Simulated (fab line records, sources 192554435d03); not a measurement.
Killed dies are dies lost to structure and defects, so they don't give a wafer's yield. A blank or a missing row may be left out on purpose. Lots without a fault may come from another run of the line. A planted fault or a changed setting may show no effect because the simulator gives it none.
Which tool did it? | flow n5_finfet | 24 lots, 72 wafers sampled, at 5 steps of a route of 1938

WHAT THE GAUGES READ, wafer by wafer
N5_FIN_SAQP_THK_MEAS_05. Usual: thk_nm 37.9 nm, standard deviation 0.69.
lot  | measured    | on            | thk_nm (nm)    | flag
L074 | day 1 20:39 | film_metro-01 | 38.0 38.7 37.7 |
L075 | day 2 02:53 | film_metro-02 | 38.7 38.3 38.9 |
L076 | day 2 09:05 | film_metro-02 | 39.0 39.3 38.1 |
L077 | day 2 14:40 | film_metro-01 | 37.9 38.1 38.3 |
L078 | day 2 21:01 | film_metro-01 | 36.8 36.8 38.1 |
L079 | day 3 02:49 | film_metro-01 | 37.9 36.6 37.1 |
L080 | day 3 08:58 | film_metro-02 | 37.7 38.2 38.4 |
L081 | day 3 15:04 | film_metro-02 | 36.8 38.0 38.6 |
L082 | day 3 20:59 | film_metro-02 | 37.7 36.6 38.9 |
L083 | day 4 03:14 | film_metro-01 | 36.1 37.8 36.4 |
L084 | day 4 09:30 | film_metro-02 | 36.7 38.0 37.1 |
L085 | day 4 17:20 | film_metro-01 | 37.7 38.3 37.8 |
L086 | day 4 22:01 | film_metro-01 | 37.7 36.9 37.9 |
L087 | day 5 02:43 | film_metro-02 | 37.7 38.0 37.1 |
L088 | day 5 08:22 | film_metro-01 | 37.8 38.8 38.0 |
L089 | day 5 14:59 | film_metro-01 | 37.5 37.8 38.3 |
L090 | day 5 21:08 | film_metro-02 | 36.2 38.3 38.3 |
L091 | day 6 02:35 | film_metro-02 | 37.3 37.4 37.3 |
L092 | day 6 09:39 | film_metro-01 | 37.1 38.6 38.7 |
L093 | day 6 15:52 | film_metro-01 | 37.5 37.0 38.5 |
L094 | day 6 21:17 | film_metro-01 | 38.3 38.8 38.7 |
L095 | day 7 03:01 | film_metro-02 | 37.0 38.4 37.6 |
L096 | day 7 08:58 | film_metro-01 | 37.2 37.5 39.2 |
L097 | day 7 15:42 | film_metro-02 | 37.1 39.4 37.4 |

N5_STI_FIN_REVEAL_FIN_H_MEAS_10. Usual: trench_depth_nm 51.4 nm, standard deviation 0.9.
lot  | measured    | on     | trench_depth_nm (nm) | flag
L074 | day 2 15:43 | ocd-02 | 52.1 51.8 51.3       |
L075 | day 2 18:29 | ocd-02 | 51.3 50.9 51.4       |
L076 | day 3 00:35 | ocd-01 | 51.0 50.1 52.0       |
L077 | day 3 07:23 | ocd-01 | 50.2 51.9 52.1       |
L078 | day 3 13:01 | ocd-02 | 49.5 49.7 49.8       |
L079 | day 3 18:40 | ocd-01 | 50.6 50.0 50.8       |
L080 | day 4 01:16 | ocd-02 | 50.4 50.8 50.9       |
L081 | day 4 06:20 | ocd-02 | 51.5 51.5 51.0       |
L082 | day 4 12:06 | ocd-02 | 51.2 50.0 50.2       |
L083 | day 4 19:07 | ocd-02 | 51.6 51.9 51.7       |
L084 | day 5 02:24 | ocd-02 | 51.2 51.6 53.4       |
L085 | day 5 12:23 | ocd-02 | 52.7 51.0 51.9       |
L086 | day 5 15:08 | ocd-02 | 51.4 51.7 51.1       |
L087 | day 5 18:20 | ocd-01 | 53.0 51.2 51.9       |
L088 | day 5 23:51 | ocd-01 | 50.4 51.4 51.3       |
L089 | day 6 06:44 | ocd-01 | 52.5 52.5 52.6       |
L090 | day 6 12:11 | ocd-02 | 51.1 52.3 52.0       |
L091 | day 6 18:28 | ocd-02 | 52.4 52.6 50.9       |
L092 | day 7 01:11 | ocd-01 | 53.2 51.0 50.6       |
L093 | day 7 07:41 | ocd-01 | 51.5 49.9 50.1       |
L094 | day 7 14:02 | ocd-02 | 51.0 51.9 50.8       |
L095 | day 7 20:14 | ocd-02 | 50.4 51.1 51.8       |
L096 | day 8 00:33 | ocd-01 | 51.3 50.8 50.4       |
L097 | day 8 07:46 | ocd-02 | 52.0 50.2 51.8       |

WHICH TOOL RAN EACH LOT (tool, then ch and the chambers of the sampled wafers, then the start)
lot  | N5_FIN_SAQP_ETCH_52               | N5_FIN_CUT_CUT_ETCH_27            | N5_STI_FIN_REVEAL_ALD_00
L074 | rie_diel-06 ch 0,3, day 1 21:32   | rie_diel-04 ch 1,2, day 2 04:17   | ald_sin-03 ch 0,3, day 2 04:52
L075 | rie_diel-05 ch 0,3, day 2 03:43   | rie_diel-01 ch 0,2,3, day 2 08:58 | ald_sin-04 ch 2,3, day 2 09:29
L076 | rie_diel-02 ch 1,2,3, day 2 10:04 | rie_diel-04 ch 1,2,3, day 2 15:26 | ald_sin-04 ch 1,2,3, day 2 15:59
L077 | rie_diel-06 ch 2,3, day 2 15:46   | rie_diel-04 ch 0,2, day 2 21:58   | ald_sin-03 ch 0,1, day 2 22:37
L078 | rie_diel-06 ch 0,1,2, day 2 21:58 | rie_diel-04 ch 0,1,2, day 3 03:41 | ald_sin-03 ch 0,1,2, day 3 04:08
L079 | rie_diel-02 ch 0,2,3, day 3 03:34 | rie_diel-04 ch 1,2,3, day 3 09:35 | ald_sin-04 ch 0,1,3, day 3 10:03
L080 | rie_diel-06 ch 0,1,3, day 3 10:12 | rie_diel-04 ch 2,3, day 3 15:57   | ald_sin-02 ch 0,2,3, day 3 16:25
L081 | rie_diel-06 ch 0,1,2, day 3 15:56 | rie_diel-03 ch 0,3, day 3 21:09   | ald_sin-02 ch 0,1,3, day 3 21:37
L082 | rie_diel-06 ch 1,2, day 3 21:52   | rie_diel-03 ch 0,1, day 4 03:01   | ald_sin-03 ch 0,1, day 4 03:31
L083 | rie_diel-02 ch 1,3, day 4 04:07   | rie_diel-03 ch 0,1,2, day 4 09:46 | ald_sin-02 ch 0,3, day 4 10:14
L084 | rie_diel-02 ch 1,3, day 4 10:28   | rie_diel-04 ch 1,2,3, day 4 15:32 | ald_sin-03 ch 0,2,3, day 4 17:49
L085 | rie_diel-02 ch 0,1,3, day 4 18:14 | rie_diel-03 ch 1,2, day 5 02:33   | ald_sin-02 ch 0,2,3, day 5 03:47
L086 | rie_diel-02 ch 0,2,3, day 4 23:00 | rie_diel-04 ch 1,3, day 5 05:52   | ald_sin-03 ch 0,1,2, day 5 06:31
L087 | rie_diel-05 ch 1,2,3, day 5 03:40 | rie_diel-01 ch 0,3, day 5 09:05   | ald_sin-03 ch 0,1,3, day 5 09:34
L088 | rie_diel-05 ch 0,1, day 5 09:20   | rie_diel-01 ch 0,1,3, day 5 14:48 | ald_sin-03 ch 1,2, day 5 15:17
L089 | rie_diel-02 ch 0,2, day 5 16:14   | rie_diel-04 ch 0,2,3, day 5 21:41 | ald_sin-02 ch 0,1, day 5 22:10
L090 | rie_diel-02 ch 0,1,2, day 5 21:54 | rie_diel-03 ch 0,1,2, day 6 03:03 | ald_sin-03 ch 0,1, day 6 03:31
L091 | rie_diel-05 ch 0,2,3, day 6 03:28 | rie_diel-04 ch 0,1,3, day 6 09:25 | ald_sin-03 ch 0,1,3, day 6 09:53
L092 | rie_diel-05 ch 0,2, day 6 10:39   | rie_diel-04 ch 1,2,3, day 6 15:50 | ald_sin-03 ch 0,1, day 6 16:31
L093 | rie_diel-02 ch 0,1,3, day 6 16:44 | rie_diel-04 ch 1,2, day 6 22:11   | ald_sin-03 ch 2,3, day 6 23:05
L094 | rie_diel-02 ch 1,3, day 6 22:02   | rie_diel-01 ch 0,1,2, day 7 04:41 | ald_sin-03 ch 0,1,3, day 7 05:28
L095 | rie_diel-05 ch 0,2,3, day 7 03:53 | rie_diel-04 ch 2,3, day 7 09:16   | ald_sin-04 ch 0,1,3, day 7 11:30
L096 | rie_diel-05 ch 0,1,2, day 7 09:51 | rie_diel-04 ch 2,3, day 7 15:02   | ald_sin-02 ch 0,1,3, day 7 15:35
L097 | rie_diel-05 ch 1,2,3, day 7 16:33 | rie_diel-04 ch 2,3, day 7 22:41   | ald_sin-02 ch 0,1,2, day 7 23:10
- N5_FIN_SAQP_ETCH_52: etches SOC in N2/H2, target depth 100 nm, overetch 20 nm, time 150 s.
- N5_FIN_CUT_CUT_ETCH_27: etches SiO2 in CHF3/O2, target depth 4 nm, overetch 2 nm, time 4.9 s.
- N5_STI_FIN_REVEAL_ALD_00: deposits SiO2, target thk 1 nm, pulse time 1 s.

WHAT THE TOOLS THEMSELVES READ (means of the sampled wafers that have a number; where no wafer has one, the mark that the record gives instead)
N5_FIN_SAQP_ETCH_52. Usual: drypump_motor_current_A 5.6 A, standard deviation 0.49; oes_product_au 0.68 a.u., standard deviation 0.057; rf_vpp_V 525.0 V, standard deviation 1.9; showerhead_plenum_p_Torr 2.58 Torr, standard deviation 0.069; throttle_valve_pct 17.85 %, standard deviation 0.29.
lot  | tool        | drypump_motor_current_A (A) | oes_product_au (a.u.) | rf_vpp_V (V) | showerhead_plenum_p_Torr (Torr) | throttle_valve_pct (%) | flag
L074 | rie_diel-06 | 5.1                         | 0.68                  | 526.6        | 2.60                            | 17.81                  |
L075 | rie_diel-05 | 6.1                         | 0.72                  | 523.8        | 2.50                            | 17.51                  |
L076 | rie_diel-02 | 5.4                         | 0.68                  | 525.6        | 2.63                            | 18.12                  |
L077 | rie_diel-06 | 5.0                         | 0.63                  | 523.7        | 2.54                            | 17.70                  |
L078 | rie_diel-06 | 5.8                         | 0.71                  | 526.6        | 2.62                            | 17.73                  |
L079 | rie_diel-02 | 5.5                         | 0.65                  | 526.7        | 2.65                            | 18.13                  |
L080 | rie_diel-06 | 5.5                         | 0.71                  | 525.3        | 2.59                            | 17.69                  |
L081 | rie_diel-06 | 5.7                         | 0.71                  | 526.6        | 2.62                            | 17.74                  |
L082 | rie_diel-06 | 5.8                         | 0.68                  | 525.3        | 2.60                            | 17.70                  |
L083 | rie_diel-02 | 5.5                         | 0.66                  | 525.5        | 2.60                            | 18.07                  |
L084 | rie_diel-02 | 5.4                         | 0.66                  | 525.8        | 2.60                            | 18.07                  |
L085 | rie_diel-02 | 5.8                         | 0.67                  | 525.1        | 2.61                            | 18.12                  |
L086 | rie_diel-02 | 5.5                         | 0.65                  | 526.0        | 2.64                            | 18.16                  |
L087 | rie_diel-05 | 5.5                         | 0.70                  | 523.8        | 2.55                            | 17.60                  |
L088 | rie_diel-05 | 5.4                         | 0.68                  | 522.5        | 2.51                            | 17.57                  |
L089 | rie_diel-02 | 5.5                         | 0.65                  | 526.0        | 2.66                            | 18.24                  |
L090 | rie_diel-02 | 5.7                         | 0.67                  | 525.5        | 2.62                            | 18.21                  |
L091 | rie_diel-05 | 5.9                         | 0.72                  | 523.1        | 2.51                            | 17.56                  |
L092 | rie_diel-05 | 6.1                         | 0.77                  | 522.3        | 2.46                            | 17.45                  |
L093 | rie_diel-02 | 5.7                         | 0.65                  | 525.9        | 2.60                            | 18.15                  |
L094 | rie_diel-02 | 5.4                         | 0.64                  | 525.6        | 2.59                            | 18.11                  |
L095 | rie_diel-05 | 5.9                         | 0.71                  | 523.7        | 2.51                            | 17.56                  |
L096 | rie_diel-05 | 5.7                         | 0.72                  | 521.2        | 2.48                            | 17.53                  |
L097 | rie_diel-05 | 5.5                         | 0.68                  | 523.4        | 2.54                            | 17.63                  |

N5_FIN_CUT_CUT_ETCH_27. Usual: CHF3_flow_sccm 50.02 sccm, standard deviation 0.14; drypump_motor_current_A 5.5 A, standard deviation 0.56; oes_o_777_au 0.77 a.u., standard deviation 0.068; oes_product_au 0.61 a.u., standard deviation 0.056; rf_vpp_V 523 V, standard deviation 12; showerhead_plenum_p_Torr 2.38 Torr, standard deviation 0.077; throttle_valve_pct 18.87 %, standard deviation 0.18.
lot  | tool        | CHF3_flow_sccm (sccm) | drypump_motor_current_A (A) | oes_o_777_au (a.u.) | oes_product_au (a.u.) | rf_vpp_V (V) | showerhead_plenum_p_Torr (Torr) | throttle_valve_pct (%) | flag
L074 | rie_diel-04 | 50.00                 | 5.4                         | 0.80                | 0.63                  | 526          | 2.37                            | 18.69                  |
L075 | rie_diel-01 | 49.99                 | 5.4                         | 0.71                | 0.56                  | 534          | 2.37                            | 18.87                  |
L076 | rie_diel-04 | 49.99                 | 5.6                         | 0.79                | 0.62                  | 519          | 2.37                            | 18.75                  |
L077 | rie_diel-04 | 50.07                 | 5.1                         | 0.70                | 0.57                  | 527          | 2.41                            | 19.00                  |
L078 | rie_diel-04 | 50.08                 | 5.2                         | 0.75                | 0.60                  | 526          | 2.39                            | 18.86                  |
L079 | rie_diel-04 | 49.95                 | 5.6                         | 0.78                | 0.61                  | 519          | 2.37                            | 18.76                  |
L080 | rie_diel-04 | 49.84                 | 5.3                         | 0.75                | 0.59                  | 511          | 2.32                            | 18.71                  |
L081 | rie_diel-03 | 49.95                 | 5.8                         | 0.83                | 0.66                  | 519          | 2.35                            | 18.93                  |
L082 | rie_diel-03 | 49.84                 | 5.2                         | 0.72                | 0.57                  | 515          | 2.31                            | 18.90                  |
L083 | rie_diel-03 | 49.94                 | 5.2                         | 0.77                | 0.60                  | 518          | 2.37                            | 18.91                  |
L084 | rie_diel-04 | 50.03                 | 5.6                         | 0.78                | 0.61                  | 519          | 2.37                            | 18.79                  |
L085 | rie_diel-03 | 50.05                 | 5.3                         | 0.81                | 0.64                  | 521          | 2.43                            | 18.90                  |
L086 | rie_diel-04 | 50.22                 | 5.9                         | 0.80                | 0.62                  | 530          | 2.41                            | 18.84                  |
L087 | rie_diel-01 | 50.00                 | 5.5                         | 0.71                | 0.54                  | 520          | 2.41                            | 18.92                  |
L088 | rie_diel-01 | 49.88                 | 5.3                         | 0.72                | 0.57                  | 526          | 2.36                            | 19.04                  |
L089 | rie_diel-04 | 49.98                 | 5.5                         | 0.81                | 0.66                  | 520          | 2.39                            | 18.84                  |
L090 | rie_diel-03 | 49.96                 | 5.2                         | 0.85                | 0.67                  | 520          | 2.46                            | 18.80                  |
L091 | rie_diel-04 | 50.09                 | 5.8                         | 0.84                | 0.67                  | 530          | 2.43                            | 18.88                  |
L092 | rie_diel-04 | 50.00                 | 5.6                         | 0.76                | 0.60                  | 520          | 2.36                            | 18.80                  |
L093 | rie_diel-04 | 49.96                 | 5.4                         | 0.77                | 0.61                  | 525          | 2.36                            | 18.74                  |
L094 | rie_diel-01 | 49.96                 | 5.3                         | 0.78                | 0.63                  | 538          | 2.31                            | 18.92                  |
L095 | rie_diel-04 | 50.05                 | 5.3                         | 0.73                | 0.58                  | 511          | 2.32                            | 18.75                  |
L096 | rie_diel-04 | 49.99                 | 5.3                         | 0.73                | 0.58                  | 509          | 2.32                            | 18.76                  |
L097 | rie_diel-04 | 50.13                 | 5.8                         | 0.74                | 0.58                  | 513          | 2.36                            | 18.87                  |

N5_STI_FIN_REVEAL_ALD_00. Usual: heater_power_w 467 W, standard deviation 60; precursor_pulse_height_rel 0.998, standard deviation 0.018.
lot  | tool       | heater_power_w (W) | precursor_pulse_height_rel | flag
L074 | ald_sin-03 | 443                | 1.009                      |
L075 | ald_sin-04 | 398                | 1.006                      |
L076 | ald_sin-04 | 429                | 1.019                      |
L077 | ald_sin-03 | 480                | 1.001                      |
L078 | ald_sin-03 | 502                | 0.994                      |
L079 | ald_sin-04 | 410                | 0.996                      |
L080 | ald_sin-02 | 468                | 0.998                      |
L081 | ald_sin-02 | 485                | 0.999                      |
L082 | ald_sin-03 | 467                | 0.983                      |
L083 | ald_sin-02 | 477                | 0.990                      |
L084 | ald_sin-03 | 488                | 1.024                      |
L085 | ald_sin-02 | 477                | 0.994                      |
L086 | ald_sin-03 | 521                | 1.002                      |
L087 | ald_sin-03 | 461                | 1.003                      |
L088 | ald_sin-03 | 504                | 0.980                      |
L089 | ald_sin-02 | 446                | 0.994                      |
L090 | ald_sin-03 | 516                | 0.997                      |
L091 | ald_sin-03 | 457                | 0.985                      |
L092 | ald_sin-03 | 515                | 0.999                      |
L093 | ald_sin-03 | 445                | 0.999                      |
L094 | ald_sin-03 | 455                | 1.001                      |
L095 | ald_sin-04 | 412                | 1.003                      |
L096 | ald_sin-02 | 470                | 1.004                      |
L097 | ald_sin-02 | 465                | 0.986                      |

THE ANSWER, worked out from the rows above alone
Rule: a lot is off if the mean of its wafers that have a number lies more than 3 standard deviations from the usual mean. A lot without any number at a reading at which 4 lots or more have one is off too. The other lots that the step has rows for count as sound. The gauges are gone through in route order, then the tools' own readings, and for those a lot's mean is taken as printed above. The first step at which some lot is off is used, and at that step the reading that is off furthest; a lot without a number counts as furthest.
No lot is off at any reading shown: from this, nothing can be told.

WHAT THE SIMULATOR HAD PUT IN
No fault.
